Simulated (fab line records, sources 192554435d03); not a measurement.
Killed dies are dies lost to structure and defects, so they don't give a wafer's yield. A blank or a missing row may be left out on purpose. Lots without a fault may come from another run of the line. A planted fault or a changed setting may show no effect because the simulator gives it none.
fab line records | flow n5_finfet
record lots=4 wafers=12 last_day=17
route steps=1938 shown BEOL_M8@1368 BEOL_M9@1401 PASSIVATION@1936
lots that met no fault: from a run of the same line without faults
start_h: hours from the record's first day to the start of the lot's first wafer shown | wait_h: hours since the lot's step before | " the same as in the row above | L1.1+2: a row that stands for several wafers | - no value, or no start given | * or withheld: withheld | < > ~ a bound
route shown NAME@n: a module of which the file shows steps, and the number in the route of the first | usual: mean/standard deviation of fault-free wafers | same: alike in all rows | chamber/n: place in a boat | sites: the reading at each site | _std_site: their standard deviation | _edge_site: outer sites' mean less inner sites' | radius_mm: how far each site lies from the wafer's centre | mask NAME#n: copy n | behind: the tool/chamber that last shaped the wafer | hold: why the lot was held/for how many hours/how that ended | device: the transistor (n, p or np) that didn't switch | end of line: the same wafers' tests at the end of the route | a step without rows: its recipe alone | killed: dies lost to structure and defects at the first sort, not the wafer's yield | map: a wafer's dies, x killed, . not, _ none there
set.NAME: the setting as run; set.NAME@STEP: as run at that earlier step | model.NAME: the simulator's own value behind a step, which no gauge read
lots at some steps of the route; a table a step, a row a wafer
## steps
# step N5_BEOL_M8_DESCUM_33
# recipe chemistry=O2 time_s=7 source_power_w=50 bias_power_w=20 pressure_mtorr=20 rf_frequency_hz=2.712e+07 temp_c=40 resist=CAR-EUV o2_flow_sccm=225
# step N5_BEOL_M8_ETCH_72
# recipe chemistry=N2/H2 target=underlayer target_depth_a=65 mask_material=CAR-EUV time_s=5.2 ion_energy_ev=200 pressure_mtorr=30 source_w=840 bias_w=150 n2_flow_sccm=200 h2_flow_sccm=200 ends=cleared
# step N5_BEOL_M8_ETCH_65
# recipe chemistry=CF4 target=SiARC target_depth_a=156 mask_material=CAR-EUV time_s=26 ion_energy_ev=80 pressure_mtorr=40 source_w=545 bias_w=36 Ar_flow_sccm=100 cf4_flow_sccm=100 ends=cleared
# step N5_BEOL_M8_ETCH_66
# recipe chemistry=N2/H2 target=SOC target_depth_a=800 overetch_a=160 mask_material=SiARC temp_c=40 time_s=120 ion_energy_ev=200 pressure_mtorr=30 source_w=840 bias_w=150 n2_flow_sccm=200 h2_flow_sccm=200
# step N5_BEOL_M8_STRIP_69
# recipe chemistry=N2/H2 temp_c=40 n2_flow_sccm=200 h2_flow_sccm=200 rf_frequency_hz=6e+07
# step N5_BEOL_M8_STRIP_73
# recipe chemistry=N2/H2 temp_c=40 n2_flow_sccm=200 h2_flow_sccm=200 rf_frequency_hz=6e+07
# step N5_BEOL_M8_VIA_ETCH_34
# recipe chemistry=C4F6/O2 target=SiCOH_lowk target_depth_a=1255 mask_material=SOC taper_deg=4 time_s=50.5 ion_energy_ev=250 pressure_mtorr=30 source_w=345 bias_w=185 Ar_flow_sccm=300 C4F6_flow_sccm=10 O2_flow_sccm=10
# step N5_BEOL_M8_STRIP_76
# recipe chemistry=C4F6/O2 resist=SiARC rf_frequency_hz=6e+07
# step N5_BEOL_M8_STRIP_36
# recipe chemistry=N2/H2 power_w=450 temp_c=40 pressure_mtorr=20 rf_frequency_hz=6e+07 overash_fraction=0.3 bias_power_w=7 h2_frac=0.5 n2_flow_sccm=200 h2_flow_sccm=200
# step N5_BEOL_M8_TRENCH_ETCH_37
# recipe chemistry=C4F6/O2 target_depth_a=934.78 target=SiCOH_lowk time_s=31.2 ion_energy_ev=250 pressure_mtorr=30 source_w=345 bias_w=185 Ar_flow_sccm=300 C4F6_flow_sccm=10 O2_flow_sccm=10
# usual drypump_motor_current_A=5.8/0.3 oes_product_au=0.80/0.09 rf_vpp_V=666/22 showerhead_plenum_p_Torr=2.81/0.11 throttle_valve_pct=20.9/0.33
# columns lot.wafer tool chamber start_h wait_h drypump_motor_current_A oes_product_au rf_hours_counter_h rf_vpp_V showerhead_plenum_p_Torr throttle_valve_pct
L189.1 rie_diel-04 1 289.74 - 6.0 0.66 221 639 2.67 20.5
L189.5 " 0 " " 5.4 0.68 - 659 2.67 21.0
L189.6 " 3 " " 6.1 0.86 - 653 2.79 21.1
L192.2 rie_diel-03 2 295.25 - 6.2 0.79 107 682 3.02 21.6
L192.5 " 3 " " 5.3 0.79 - 656 2.86 20.8
L192.6 " 0 " " 5.7 0.89 - 685 2.90 20.8
L197.2 rie_diel-04 1 310.51 - 6.0 0.65 228 637 2.67 20.6
L197.4 " 2 " " 5.8 0.81 65 638 2.75 20.5
L197.6 " 3 " " 6.1 0.84 - 653 2.78 21.1
L199.1 rie_diel-04 1 320.75 - 6.0 0.65 232 639 2.67 20.6
L199.5 " 2 " " 5.9 0.81 - 640 2.75 20.5
L199.6 " 1 " " 6.0 0.65 - 640 2.67 20.5
# step N5_BEOL_M8_ETCH_41
# recipe chemistry=CH3F/O2 target=SiCN target_depth_a=319 taper_deg=2 time_s=57.8 ion_energy_ev=120 mask_material=TiN pressure_mtorr=30 source_w=395 bias_w=75 Ar_flow_sccm=150 CH3F_flow_sccm=30 O2_flow_sccm=20
# step N5_BEOL_M8_STRIP_80
# recipe chemistry=N2/H2 time_s=10 power_w=450 temp_c=40 pressure_mtorr=20 rf_frequency_hz=6e+07 bias_power_w=7 n2_flow_sccm=200 h2_flow_sccm=200
# step N5_BEOL_M8_HM_STRIP_39
# recipe chemistry=peroxide_tin_strip material=TiN target_depth_a=250 temp_c=50 time_s=158
# step N5_BEOL_M8_SRD_40
# recipe time_s=30 temp_c=23 rinse_liquid=diw dry=ipa_marangoni
# step N5_BEOL_M8_PRECLEAN_42
# recipe chemistry=residue_remover time_s=60 temp_c=40
# step N5_BEOL_M8_SRD_43
# recipe time_s=30 temp_c=23 rinse_liquid=diw dry=ipa_marangoni
# step N5_BEOL_M8_CURE_75
# recipe temp_c=370 time_s=120 ambient=DMADMS/He material=SiCOH_lowk
# step N5_BEOL_M8_DEGAS_44
# recipe ambient=vacuum temp_c=250 time_s=60
# step N5_BEOL_M8_PRE_CLEAN_45
# recipe gas=H2/He time_s=30 temp_c=250
# step N5_BEOL_M8_ALD_77
# recipe material=TaN target_thk_a=20 temp_c=275 ald_precursor_family=PDMAT ald_co_reactant=NH3 pressure_torr=3 carrier_flow_sccm=1500 pulse_time_s=2 purge_time_s=3 co_reactant_purge_time_s=2 co_reactant_pulse_time_s=3 ald_cycles=40 precursor_vessel_temp_c=75 precursor_vessel_pressure_torr=26.25 precursor_vessel_carrier_sccm=1000
# step N5_BEOL_M8_SURFACE_TREAT_79
# recipe gas=Ar time_s=* ion_energy_ev=* ion_current_ma_cm2=0.5 pressure_mtorr=* ar_flow_sccm=30
# step N5_BEOL_M8_CVD_78
# recipe material=Co target_thk_a=20 temp_c=withheld precursor=CCTBA/H2 pressure_torr=30 time_s=142.3
# step N5_BEOL_M8_SPUTTER_48
# recipe material=Cu target_thk_a=100 temp_c=-20 bias_v=60 power_w=26000 chamber_pressure_pa=0.13 time_s=1.667
# step N5_BEOL_M8_ECD_50
# recipe material=Cu target_thk_a=3000
# step N5_BEOL_M8_ANNEAL_51
# recipe temp_c=225 time_s=90 ambient=N2
# step N5_BEOL_M8_CMP_52
# recipe stop_on=SiCOH_lowk t_overpolish_s=6.9 down_force_psi=1 platen_rpm=50 clearing_platen_down_force_psi=1.5 clearing_platen_rpm=50 post_cmp_clean=cu_alkaline target_thk_nm=80 clearing_platen_pad_velocity_m_s=0.99484 pad_velocity_m_s=0.99484
# step N5_BEOL_M8_PRE_CLEAN_55
# recipe gas=NH3 time_s=15 temp_c=withheld rf_power_w=300
# step N5_BEOL_M8_DEP_56
# recipe material=SiCN target_thk_a=100 temp_c=withheld precursor=3MS/NH3 pressure_torr=3 rf_w=202 time_s=17.5
# step N5_BEOL_M9_ILD_DEP_00
# recipe material=SiCOH_lowk target_thk_a=3085.1 temp_c=300 precursor=DEMS/porogen pressure_torr=5 rf_w=500 time_s=58
# step N5_BEOL_M9_CURE_71
# recipe temp_c=385 time_s=240 ambient=He/Ar material=SiCOH_lowk
# step N5_BEOL_M9_PECVD_70
# recipe material=SiO2 target_thk_a=200 temp_c=400 precursor=TEOS/O2 pressure_torr=5.5 rf_w=450 teos_flow_sccm=53.8 gas=O2 flow_sccm=3000 time_s=22.7
# step N5_BEOL_M9_HM_DEP_02
# recipe material=TiN target_thk_a=200 temp_c=25 chamber_pressure_pa=0.49996
# step N5_BEOL_M9_COAT_59
# recipe resist=SOC temp_c=250 time_s=60 spin_rpm=1500 resist_thk_nm=100
# step N5_PASSIVATION_PROBE_49
# usual defect_limited_yield=91.2/1.4 killed_at_M0_to_M3=33/9.5 killed_at_M4_up=13/4.7 killed_at_contacts=11/5.3 killed_at_front_end=42/12 killed_at_other=5/3.3 killed_dies=104/17 killed_on_rim=14/4 killed_open=67/12 killed_short=33/7.7 sort_bin_4_leakage=0.01/0.058 sort_bin_5_function=5.1/0.94 sort_bin_6_memory=3.3/0.67 sort_n_pass=1074/24 sort_yield_pct=91.1/2
# same gross_dies=1180 killed_at_back_side=0 sort_bin_8_speed[%]=0
# columns lot.wafer tool chamber start_h wait_h defect_limited_yield[%] killed_at_M0_to_M3 killed_at_M4_up killed_at_contacts killed_at_front_end killed_at_other killed_dies killed_on_rim killed_open killed_short sort_bin_4_leakage[%] sort_bin_5_function[%] sort_bin_6_memory[%] sort_n_pass sort_yield_pct[%]
L189.1 prober-02 - 366.41 0.0 91.4 35 15 10 40 2 102 18 53 46 0.51 5.3 2.8 1072 90.8
L189.5 prober-02 - 366.61 0.2 92.7 27 11 4 38 6 86 12 58 25 0 3.7 3.5 1094 92.7
L189.6 prober-02 - 366.66 0.3 92.8 24 15 9 32 5 85 11 54 30 0.08 3.9 3.1 1094 92.7
L192.2 prober-02 - 370.64 0.1 91.4 36 12 8 44 1 101 16 52 40 0 5.6 2.1 1079 91.4
L192.5 prober-02 - 370.79 0.2 90.3 32 15 11 51 5 114 16 73 38 0 6.0 3.2 1066 90.3
L192.6 prober-02 - 370.84 0.3 92.1 35 6 13 38 1 93 16 60 26 0 4.9 2.2 1087 92.1
L197.2 prober-01 - 392.01 0.1 92.6 30 10 13 27 7 87 10 58 27 0 4.7 2.3 1093 92.6
L197.4 prober-01 - 392.11 0.2 86.4 30 80 8 38 5 161 34 58 31 0 6.8 3.5 1019 86.4
L197.6 prober-01 - 392.21 0.3 89.2 34 15 19 54 6 128 16 87 41 0 6.3 4.4 1052 89.2
L199.1 prober-01 - 398.87 0.0 91.4 44 16 5 30 7 102 11 64 38 0 4.8 3.6 1078 91.4
L199.5 prober-01 - 399.07 0.2 84.9 45 82 10 36 5 178 34 74 32 0 9.3 3.1 1002 84.9
L199.6 prober-01 - 399.12 0.3 92.7 35 9 8 26 8 86 11 55 31 0 4.2 2.8 1094 92.7
# killed by level:class
L189.1 BEOL_M2:geometric_particle:open=10 FIN_SAQP:geometric_particle:short=8 BEOL_M3:geometric_particle:open=8 MOL_CONTACT_COAG:geometric_particle:open=6 FIN_SAQP:geometric_particle:open=5 STI_FIN_REVEAL:geometric_particle:open=5 BEOL_M0_SAQP:geometric_particle:short=5 BEOL_M2:geometric_particle:short=5
L189.5 STI_FIN_REVEAL:geometric_particle:open=13 BEOL_M0_SAQP:geometric_particle:open=6 GATE_CUT:geometric_particle:open=5 BEOL_M0_SAQP:geometric_particle:short=5 BEOL_M1:geometric_particle:open=5 FIN_SAQP:geometric_particle:short=4 MOL_CONTACT_COAG:geometric_particle:open=4 BEOL_M2:geometric_particle:open=4
L189.6 MOL_CONTACT_COAG:geometric_particle:open=9 BEOL_M3:geometric_particle:open=8 BEOL_M4:geometric_particle:open=8 FIN_SAQP:geometric_particle:short=6 FIN_SAQP:geometric_particle:open=5 BEOL_M3:geometric_particle:short=5 STI_FIN_REVEAL:geometric_particle:open=4 BEOL_M0_SAQP:geometric_particle:open=4
L192.2 FIN_SAQP:geometric_particle:short=11 BEOL_M0_SAQP:geometric_particle:short=11 FIN_SAQP:geometric_particle:open=8 GATE_CUT:geometric_particle:short=8 MOL_CONTACT_COAG:geometric_particle:open=8 BEOL_M1:geometric_particle:open=6 BEOL_M0_SAQP:geometric_particle:open=5 BEOL_M3:geometric_particle:open=5
L192.5 FIN_SAQP:geometric_particle:open=16 FIN_SAQP:geometric_particle:short=11 BEOL_M0_SAQP:geometric_particle:open=10 MOL_CONTACT_COAG:geometric_particle:open=9 BEOL_M4:geometric_particle:open=9 BEOL_M0_SAQP:geometric_particle:short=8 BEOL_M3:geometric_particle:open=6 STARTING-WAFER:geometric_particle:open=5
L192.6 FIN_SAQP:geometric_particle:open=16 BEOL_M3:geometric_particle:open=11 MOL_CONTACT_COAG:geometric_particle:open=9 FIN_SAQP:geometric_particle:short=8 BEOL_M0_SAQP:geometric_particle:short=8 BEOL_M0_SAQP:geometric_particle:open=4 HKMG_FIN:area_etch=4 DUMMY_GATE:geometric_particle:open=3
L197.2 BEOL_M0_SAQP:geometric_particle:open=10 STI_FIN_REVEAL:geometric_particle:open=9 MOL_CONTACT_COAG:geometric_particle:open=9 GATE_CUT:geometric_particle:short=6 BEOL_M1:geometric_particle:open=6 MOL_CONTACT_COAG:geometric_particle:short=4 BEOL_M0_SAQP:geometric_particle:short=4 BEOL_M2:geometric_particle:open=4
L197.4 BEOL_M8:unspecified=68 BEOL_M0_SAQP:geometric_particle:short=9 BEOL_M2:geometric_particle:open=9 FIN_SAQP:geometric_particle:open=6 FIN_SAQP:geometric_particle:short=6 MOL_CONTACT_COAG:geometric_particle:open=6 DUMMY_GATE:geometric_particle:open=5 STI_FIN_REVEAL:geometric_particle:open=4
L197.6 FIN_SAQP:geometric_particle:open=18 STI_FIN_REVEAL:geometric_particle:open=12 MOL_CONTACT_COAG:geometric_particle:open=12 BEOL_M0_SAQP:geometric_particle:open=8 MOL_CONTACT_COAG:geometric_particle:short=7 BEOL_M0_SAQP:geometric_particle:short=7 FIN_SAQP:geometric_particle:short=5 BEOL_M4:geometric_particle:open=5
L199.1 BEOL_M0_SAQP:geometric_particle:short=12 STI_FIN_REVEAL:geometric_particle:open=10 BEOL_M5:geometric_particle:open=7 BEOL_M0_SAQP:geometric_particle:open=7 BEOL_M2:geometric_particle:open=7 MOL_CONTACT_COAG:geometric_particle:open=5 DUMMY_GATE:geometric_particle:open=5 BEOL_M0:geometric_particle:open=5
L199.5 BEOL_M8:unspecified=71 BEOL_M3:geometric_particle:open=14 STI_FIN_REVEAL:geometric_particle:open=14 BEOL_M2:geometric_particle:open=10 MOL_CONTACT_COAG:geometric_particle:open=8 GATE_CUT:geometric_particle:short=7 BEOL_M0_SAQP:geometric_particle:short=7 BEOL_M1:geometric_particle:open=6
L199.6 BEOL_M3:geometric_particle:open=11 STI_FIN_REVEAL:geometric_particle:open=7 BEOL_M0_SAQP:geometric_particle:open=7 MOL_CONTACT_COAG:geometric_particle:open=6 FIN_SAQP:geometric_particle:short=5 BEOL_M0_SAQP:geometric_particle:short=5 BEOL_M1:geometric_particle:open=4 BEOL_M2:geometric_particle:open=4
# map L197.4 (x killed, . not)
_________________........x...________________
______________.................x_____________
___________.....x..........x.......__________
__________x...................x....._________
________......x....x.x..............x._______
_______...............x..........x.....______
______..xx.....x..x....x...x............_____
_____...........x........................____
____x...........x.x...........x...........___
___......x..x.....xx......x..x............x__
___..x..x....x.x....x...........x..........__
__..........................x...x....x......_
__.x........................................_
_...x...........x......x...................x.
_............................................
_...x.................x......................
_....................x....xx.................
_...x....xx..................................
_......xxx.x...........x.x...................
_......x...................x.................
_...x.....x.........x.xx...................x.
__.x...x.......x...........x..........x...xx_
__.................x.............x.....x...._
___.........................x..............__
___x..............x.................x......__
____.x...xxx.............x........x.......___
_____.x.x.xx.x.x...x.....x...............____
______xxxxxxxxxxx............x.........._____
_______xxxxxxxxx.x............x.....xx.______
________xxxxxxxxxx...................._______
__________xxxxxxxxxx..x.........x..._________
___________xxxxxxxxx...x..x......x.__________
______________xxxxx............._____________
_________________x.x.x.......________________
# map L199.5 (x killed, . not)
_________________............________________
______________.................._____________
___________............x...........__________
__________.........x.......x...x...._________
________.x....xxx......x....x........._______
_______...........x....................______
______x..x.......x.........x.......xx..._____
_____....x........x...............x..x...____
____......x..x....x...............x....xx.___
___.x.......x..x...........................__
___............x................x........x.__
__..........x.x........x.x.....x........x..._
__...x...xx......x.......x................x._
_...............x..xx......x.................
_.........x............x........x............
_.......x..x.x...........x.....x........x....
_.................................x......x...
_...x.........................x.......x......
_.....................x.........x............
_.......................x....................
_x.............x.x.........x........x......xx
__x...............x........................._
__........x.......x.................x......._
___.........x.....x....x...................__
___..x...x...x.x.........................x.__
____..x.xxx..x.x.....x....................___
_____xx.xxxxxx.................xx.....x..____
______x.xxxxxxxxxx.............x.......x_____
_______xxxxxxxxxx..x..........x........______
________xxxxxxxxxxx...........x.x....._______
__________xxxxxxxxxx..x...x..x.x...._________
___________xxxxxxx.x..x..x.......x.__________
______________xxxxxx........x..._____________
_________________xxx......x..________________
## key
first_sign step=N5_PASSIVATION_PROBE_49 reading=killed_at_M4_up direction=up sigmas=15 usual=13 struck=81
effect step=N5_PASSIVATION_PROBE_49 reading=killed_dies direction=up sigmas=4 usual=104 struck=170
more_kills_born_at N5_BEOL_M8_TRENCH_ETCH_37@rie_diel-04=139
met_at N5_BEOL_M8_TRENCH_ETCH_37
struck_wafers L197.4,L199.5
fault kind=chamber_particle_source tool=rie_diel-04 chamber=2 onset_h=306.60 steps=N5_BEOL_M8_TRENCH_ETCH_37 rate_per_visit_cm2=1.9017 end_h=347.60
